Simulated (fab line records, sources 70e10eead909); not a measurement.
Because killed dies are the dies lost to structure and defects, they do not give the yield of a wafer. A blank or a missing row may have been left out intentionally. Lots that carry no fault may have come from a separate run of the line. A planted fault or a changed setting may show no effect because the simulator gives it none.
2 desks looking at one fault :: flow nand-harc :: each desk has only its own numbers; what lay behind them comes last

## THE TOOL OWNER'S DESK: litho-track-06
The tool's own readings at NHARC_P_CONTACT_PEB_10 (peb time 65 s): means of the sampled wafers that have a number, for each lot that ran on this tool. Marked OUT: a lot whose mean sits more than 4 standard deviations from the usual mean, which makes it out of limits; the brackets give that distance.
Columns: A = heater-power-total-W at NHARC_P_CONTACT_PEB_10, usual 156.6 W
lot: L529
first seen here: day 6 06:22
A: 156.4

lot: L535
first seen here: day 8 20:35
A: 156.8

lot: L545
first seen here: day 12 22:28
A: 156.3

lot: L546
first seen here: day 13 13:20
A: 162.0 (+12) OUT

lot: L547
first seen here: day 14 00:56
A: 162.3 (+13) OUT
This desk's verdict: out of limits on L546, L547, starting with L546 at day 13 13:20 (heater-power-total-W at NHARC_P_CONTACT_PEB_10). L529, L535, L545: within limits.

## THE METROLOGY DESK
What the gauges read, lot by lot, whatever tool the lot ran on: means of the sampled wafers that have a number. Marked OUT: a lot whose mean sits more than 4 standard deviations from the usual mean, which makes it out of limits; the brackets give that distance.
Columns: A = cd-nm at NHARC_P_CONTACT_CD_MEAS_12, usual 89.1 nm; B = overlay-x-nm at NHARC_P_CONTACT_OVL_MEAS_13, usual -0.1 nm; C = overlay-y-nm at NHARC_P_CONTACT_OVL_MEAS_13, usual -0.1 nm
lot: L529
first seen here: day 6 06:26
A: 88.3
B: 0.3
C: -0.5

lot: L530
first seen here: day 6 14:37
A: 90.0
B: -0.2
C: -0.3

lot: L532
first seen here: day 7 13:17
A: 89.5
B: -0.4
C: 1.0

lot: L533
first seen here: day 7 23:02
A: 89.4
B: 0.2
C: -0.8

lot: L535
first seen here: day 8 20:40
A: 88.5
B: -0.8
C: 1.5

lot: L538
first seen here: day 10 07:52
A: 89.4
B: 0.6
C: -0.4

lot: L539
first seen here: day 10 15:38
A: 88.5
B: 1.1
C: 0.2

lot: L544
first seen here: day 12 12:50
A: 89.7
B: 0.6
C: -0.4

lot: L545
first seen here: day 12 22:33
A: 89.1
B: 0.4
C: 0.1

lot: L546
first seen here: day 13 13:25
A: 86.3
B: -1.3
C: 1.9

lot: L547
first seen here: day 14 01:02
A: 86.5
B: 1.1
C: 0.2

lot: L550
first seen here: day 15 06:58
A: 89.7
B: -0.2
C: 0.1
This desk found nothing out of limits on any of the 12 lots.

## TAKEN TOGETHER
At day 13 13:20, on L546, L547, the tool owner's desk was in a position to raise an alarm.
From the metrology desk's view, nothing was out of limits.
The metrology desk has L546, L547 on record, within its limits.
Every lot named ran NHARC_P_CONTACT_PEB_10 on litho-track-06.

## WHAT WAS PUT IN BY THE SIMULATOR
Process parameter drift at NHARC_P_CONTACT_PEB_10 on litho-track-06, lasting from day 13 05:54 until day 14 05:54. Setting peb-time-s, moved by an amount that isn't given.
Shown lots that were struck: L546, L547.
Delay in hours, fault start to first out-of-limits reading, by desk: the tool owner's desk at 7.
